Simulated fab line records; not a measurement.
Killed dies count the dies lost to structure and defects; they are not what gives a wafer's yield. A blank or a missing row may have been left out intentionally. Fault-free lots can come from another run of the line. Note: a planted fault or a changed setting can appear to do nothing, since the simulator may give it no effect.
A lot that was struck, set against a sound lot / flow n5_finfet / 14 steps out of a route of 1938
Sound: wafers L469.2, L469.4, L469.5. Wafers struck: L468.4, L468.5, L468.6. The cause comes at the end.
For every step that has rows: the tool of each side, followed by ch and its chambers, followed by its first start. Under that, the readings that differ: sound wafers / struck wafers / difference of the means / sigmas: that difference in standard deviations of wafers without a fault.
alike: readings whose means differ by less than 2 such deviations, and words and numbers that are the same on both sides. not compared: withheld readings, readings that some wafer has no value for, bounds like >300 that may hide the same value, and numbers for which the record gives no deviation and whose values overlap.
A row with sigmas, a row that says differs or no value, or rows on one side alone: a step with any of these is where the two part. When numbers do not overlap yet have no deviation, they are printed without sigmas and do not part them. A reading missing from all wafers of one side parts the sides only when that side holds two or more wafers.

first, 1 step without rows for these wafers: N5_BEOL_M10_STRIP_68 (strips in N2/H2).
N5_BEOL_M10_STRIP_67: strips in CF4.
  sound on rie_diel-02 ch 1,2,3, day 12 02:18; struck on rie_diel-04 ch 1,2,3, day 12 04:43
  alike: drypump_motor_current_A, oes_product_au, power_w, rf_vpp_V, showerhead_plenum_p_Torr, throttle_valve_pct
  not compared: rf_hours_counter_h
N5_BEOL_M10_HM_OPEN_17: chemistry Cl2/BCl3, target TiN, target depth 20 nm, overetch 6 nm.
  sound on rie_metal-01 ch 0,1, day 12 02:20; struck on rie_metal-01 ch 0,1, day 12 04:47
  alike: drypump_motor_current_A, oes_product_au, throttle_valve_pct
  not compared: rf_hours_counter_h
N5_BEOL_M10_STRIP_19: strips in O2.
  sound on rie_diel-02 ch 1,2, day 12 02:27; struck on rie_diel-01 ch 0,2,3, day 12 04:52
  alike: drypump_motor_current_A, oes_product_au, rf_vpp_V, showerhead_plenum_p_Torr, throttle_valve_pct
  not compared: rf_hours_counter_h
N5_BEOL_M10_CD_MEAS_18: pitch 140 nm, target cd 70 nm.
  sound on cd_sem-01 at day 12 02:31; struck on cd_sem-03 at day 12 04:56
  alike: cd_nm
then, 7 steps without rows for these wafers: N5_BEOL_M10_COAT_63 (time 60 s, resist thk 100 nm); N5_BEOL_M10_COAT_64 (time 60 s, resist thk 30 nm); N5_BEOL_M10_COAT_22 (resist thk 90 nm); N5_BEOL_M10_EBR_24; N5_BEOL_M10_SOFTBAKE_23 (time 60 s); N5_BEOL_M10_EXPOSE_25 (exposes mask V9); N5_BEOL_M10_PEB_26 (peb time 60 s).
N5_BEOL_M10_DEVELOP_27: develop time 30 s.
  sound on litho_track-01 ch 0, day 12 03:05; struck on litho_track-01, day 12 06:18
  no value came back on the struck wafers for chill_plate_temp_C (C), develop_time_s (s); on the sound wafers chill_plate_temp_C (C) reads 22.90 23.02 23.06
reading=model.CAR-ArF_of_BEOL_M10_COAT_22.thk_nm (nm); sound=88.2 87.8 88.4; struck=90.2 90.2 90.2; difference=+2.1; sigmas=
N5_BEOL_M10_CD_MEAS_28 targets a cd of 70 nm.
  sound on cd_sem-03 ch 0, day 12 03:08; struck on cd_sem-01 ch 0, day 12 06:22
reading=cd_nm (nm); sound=71.1 70.1 69.7; struck=- - -; difference=no value on the struck wafers; sigmas=

== WHERE THEY PART ==
At N5_BEOL_M10_DEVELOP_27 first; at N5_BEOL_M10_CD_MEAS_28 last (within this record only).

WHY: the cause the simulator had injected
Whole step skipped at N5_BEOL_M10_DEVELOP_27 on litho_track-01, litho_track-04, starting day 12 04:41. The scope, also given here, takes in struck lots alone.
